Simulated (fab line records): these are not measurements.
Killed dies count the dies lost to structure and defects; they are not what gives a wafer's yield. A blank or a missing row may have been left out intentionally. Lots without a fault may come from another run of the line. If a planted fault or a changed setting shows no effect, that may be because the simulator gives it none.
What tool caused it? | flow nand_harc | 39 wafers from 13 lots sampled at 6 of the route's 1302 steps

## WHAT EACH GAUGE READ, for each wafer
NHARC_P_M2_THK_MEAS_24: measures by xrf.
lot  | measured     | on            | thk_nm (nm)
L835 | day 6 19:02  | film_metro-02 | 142.4 145.5 143.5
L836 | day 7 00:49  | film_metro-01 | 144.4 144.2 143.5
L837 | day 7 05:40  | film_metro-01 | 148.4 145.6 142.8
L840 | day 8 11:40  | film_metro-01 | 146.7 145.4 144.8
L842 | day 9 04:52  | film_metro-01 | 144.4 145.6 145.2
L844 | day 10 05:11 | film_metro-01 | 142.9 144.2 144.0
L845 | day 10 19:03 | film_metro-01 | 145.0 144.7 141.8
L847 | day 11 15:50 | film_metro-02 | 392.9 399.1 397.7
L849 | day 12 13:51 | film_metro-01 | 397.4 402.1 399.9
L854 | day 14 06:01 | film_metro-01 | 143.7 143.5 143.6
L855 | day 14 20:29 | film_metro-02 | 147.5 143.3 140.5
L857 | day 15 11:44 | film_metro-01 | 144.6 143.2 143.4
L858 | day 16 03:44 | film_metro-01 | 145.8 142.9 145.0

NHARC_P_BONDPAD_THK_MEAS_33: measures by ellipsometry.
lot  | measured     | on            | thk_nm (nm)
L835 | day 6 20:31  | film_metro-01 | 199.2 200.4 201.3
L836 | day 7 02:20  | film_metro-01 | 202.1 201.1 199.6
L837 | day 7 07:01  | film_metro-02 | 200.7 200.1 201.3
L840 | day 8 13:04  | film_metro-01 | 199.1 201.1 202.7
L842 | day 9 06:31  | film_metro-02 | 200.5 201.5 200.2
L844 | day 10 06:34 | film_metro-01 | 200.1 199.9 200.9
L845 | day 10 20:26 | film_metro-02 | 198.2 198.6 196.4
L854 | day 14 07:25 | film_metro-02 | 201.5 199.6 198.7
L855 | day 14 21:50 | film_metro-02 | 203.5 199.5 200.4
L857 | day 15 13:16 | film_metro-01 | 201.3 199.7 200.0
L858 | day 16 05:07 | film_metro-01 | 201.5 201.3 199.4

NHARC_END_SORT_01.
lot  | measured     | on        | defect_limited_yield (%) | killed_at_array | killed_at_other | killed_at_periphery | killed_dies | killed_open | killed_short
L847 | day 29 18:56 | prober-01 | 0 0 0                    | 64 55 62        | 3 1 3           | 610 621 612         | 677 677 677 | 3 2 3       | 1 3 3
L849 | day 30 19:53 | prober-02 | 0 0 0                    | 68 59 61        | 0 0 2           | 609 618 614         | 677 677 677 | 6 7 6       | 4 4 1

## EACH LOT AND THE TOOL THAT RAN IT (in order: tool; ch and the chambers of the sampled wafers; start)
lot  | NHARC_P_M2_ETCH_15                            | NHARC_P_M2_PVD_20                       | NHARC_P_M2_CMP_23
L835 | rie_diel-01 ch 0,1,3, day 6 18:43 or earlier  | pvd_sputter-03, day 6 18:43 or earlier  | cmp-04 ch 0,3, day 6 18:43
L836 | rie_diel-01 ch 1,2,3, day 7 00:31 or earlier  | pvd_sputter-03, day 7 00:31 or earlier  | cmp-04 ch 1,2,3, day 7 00:31
L837 | rie_diel-01 ch 1,2,3, day 7 05:21 or earlier  | pvd_sputter-01, day 7 05:21 or earlier  | cmp-04 ch 1,2, day 7 05:21
L840 | rie_diel-01 ch 0,3, day 8 11:22 or earlier    | pvd_sputter-02, day 8 11:22 or earlier  | cmp-04 ch 0,2,3, day 8 11:22
L842 | rie_diel-02 ch 0,1, day 9 04:33 or earlier    | pvd_sputter-01, day 9 04:33 or earlier  | cmp-01 ch 0,3, day 9 04:33
L844 | rie_diel-01 ch 0,1,3, day 10 04:52 or earlier | pvd_sputter-03, day 10 04:52 or earlier | cmp-01 ch 0,3, day 10 04:52
L845 | rie_diel-02 ch 0,2,3, day 10 18:46 or earlier | pvd_sputter-02, day 10 18:46 or earlier | cmp-03 ch 2,3, day 10 18:46
L847 | rie_diel-01 ch 0,1,3, day 11 15:31 or earlier | pvd_sputter-02, day 11 15:31 or earlier | cmp-03 ch 0,2,3, day 11 15:31
L849 | rie_diel-01 ch 0,1,3, day 12 13:35 or earlier | pvd_sputter-03, day 12 13:35 or earlier | cmp-04 ch 0,1,2, day 12 13:35
L854 | rie_diel-01 ch 0,2, day 14 05:44 or earlier   | pvd_sputter-03, day 14 05:44 or earlier | cmp-03 ch 0,1,2, day 14 05:44
L855 | rie_diel-01 ch 1,2,3, day 14 20:10 or earlier | pvd_sputter-02, day 14 20:10 or earlier | cmp-04 ch 1,2,3, day 14 20:10
L857 | rie_diel-02 ch 1,2,3, day 15 11:25 or earlier | pvd_sputter-02, day 15 11:25 or earlier | cmp-04 ch 0,2,3, day 15 11:25
L858 | rie_diel-01 ch 2,3, day 16 03:26 or earlier   | pvd_sputter-02, day 16 03:26 or earlier | cmp-03 ch 0,3, day 16 03:26
- NHARC_P_M2_ETCH_15: etches the open film in C4F8/Ar, target depth 182.5 nm, time 91.2 s.
- NHARC_P_M2_PVD_20: deposits TaN, target thk 5 nm, time 8.06 s.
- NHARC_P_M2_CMP_23: polishes, t overpolish 20 s, target thk 144.3 nm.

## AS READ BY THE TOOLS THEMSELVES (means over the sampled wafers that have a number; for cases with no such wafer, the mark the record gives instead)
NHARC_P_M2_ETCH_15.
lot  | tool        | oes_product_au (a.u.) | rf_vpp_V (V)
L835 | rie_diel-01 | 0.950                 | 440.5
L836 | rie_diel-01 | 0.956                 | 442.5
L837 | rie_diel-01 | 0.923                 | 442.3
L840 | rie_diel-01 | 0.919                 | 439.8
L842 | rie_diel-02 | 0.919                 | 439.4
L844 | rie_diel-01 | 0.965                 | 441.2
L845 | rie_diel-02 | 0.969                 | 439.4
L847 | rie_diel-01 | 0.971                 | 439.9
L849 | rie_diel-01 | 0.963                 | 441.3
L854 | rie_diel-01 | 0.953                 | 439.3
L855 | rie_diel-01 | 0.970                 | 441.7
L857 | rie_diel-02 | 0.924                 | 438.9
L858 | rie_diel-01 | 0.914                 | 442.6

NHARC_P_M2_PVD_20.
lot  | tool           | throttle_valve_pct (%)
L835 | pvd_sputter-03 | 29.7
L836 | pvd_sputter-03 | 29.7
L837 | pvd_sputter-01 | 29.8
L840 | pvd_sputter-02 | 30.1
L842 | pvd_sputter-01 | 30.5
L844 | pvd_sputter-03 | 29.3
L845 | pvd_sputter-02 | 30.3
L847 | pvd_sputter-02 | 30.4
L849 | pvd_sputter-03 | 29.5
L854 | pvd_sputter-03 | 29.2
L855 | pvd_sputter-02 | 30.4
L857 | pvd_sputter-02 | 30.4
L858 | pvd_sputter-02 | 29.9

NHARC_P_M2_CMP_23.
lot  | tool   | edge_zone_pressure_frac | motor_current_A (A) | time_to_endpoint_s (s)
L835 | cmp-04 | 0.998                   | 13.8                | 28.9
L836 | cmp-04 | 0.995                   | 12.1                | 26.3
L837 | cmp-04 | 1.003                   | 10.9                | 29.8
L840 | cmp-04 | 0.999                   | 12.8                | 30.6
L842 | cmp-01 | 1.000                   | 11.7                | 29.3
L844 | cmp-01 | 1.002                   | 12.6                | 26.4
L845 | cmp-03 | 1.004                   | 12.9                | 28.1
L847 | cmp-03 | -                       | -                   | -
L849 | cmp-04 | -                       | -                   | -
L854 | cmp-03 | 1.001                   | 12.2                | 26.0
L855 | cmp-04 | 0.998                   | 12.1                | 26.2
L857 | cmp-04 | 0.999                   | 12.8                | 30.7
L858 | cmp-03 | 1.000                   | 13.2                | 26.3

## THE ANSWER, worked out from the rows above alone
Rule: the usual values come from the lots themselves. Put in order of their means at a reading, lots are off if they are a third of the lots or fewer, leave a main group of 4 or more, and stand apart from it by a gap of 3 or more times the standard deviation of the main group's means; of several such gaps the widest counts. A main group whose means are all the same, to the digits that the tables above print for the reading, isn't used. A lot without any number at a reading at which 4 lots or more have one is off too. Any other lot the step has rows for is counted as sound. After the gauges, taken in route order, come the tools' own readings; for these a lot's mean is taken, as printed above. At the first step where some lot is off, the reading lying furthest off is the one used; lots without a number count as furthest.
Off at NHARC_P_M2_THK_MEAS_24 (thk_nm): L847, L849. For the main group the mean is 144.3 nm and the standard deviation 0.75.
If a tool, at a process step before that reading, ran all the lots that are off and no sound lot after the first of them, it fits. The gauges at NHARC_P_M2_THK_MEAS_24 aren't tried: what is off there is off at NHARC_P_M2_CMP_23 too, on other tools, and a gauge's error can't cause that. Because NHARC_P_M2_ETCH_15 lacks a start for some lots, the hours and order of its lots are taken from NHARC_P_M2_CMP_23. Because NHARC_P_M2_PVD_20 lacks a start for some lots, the hours and order of its lots are taken from NHARC_P_M2_CMP_23. Not one of the candidates tried fits.

## WHAT THE SIMULATOR HAD PUT IN
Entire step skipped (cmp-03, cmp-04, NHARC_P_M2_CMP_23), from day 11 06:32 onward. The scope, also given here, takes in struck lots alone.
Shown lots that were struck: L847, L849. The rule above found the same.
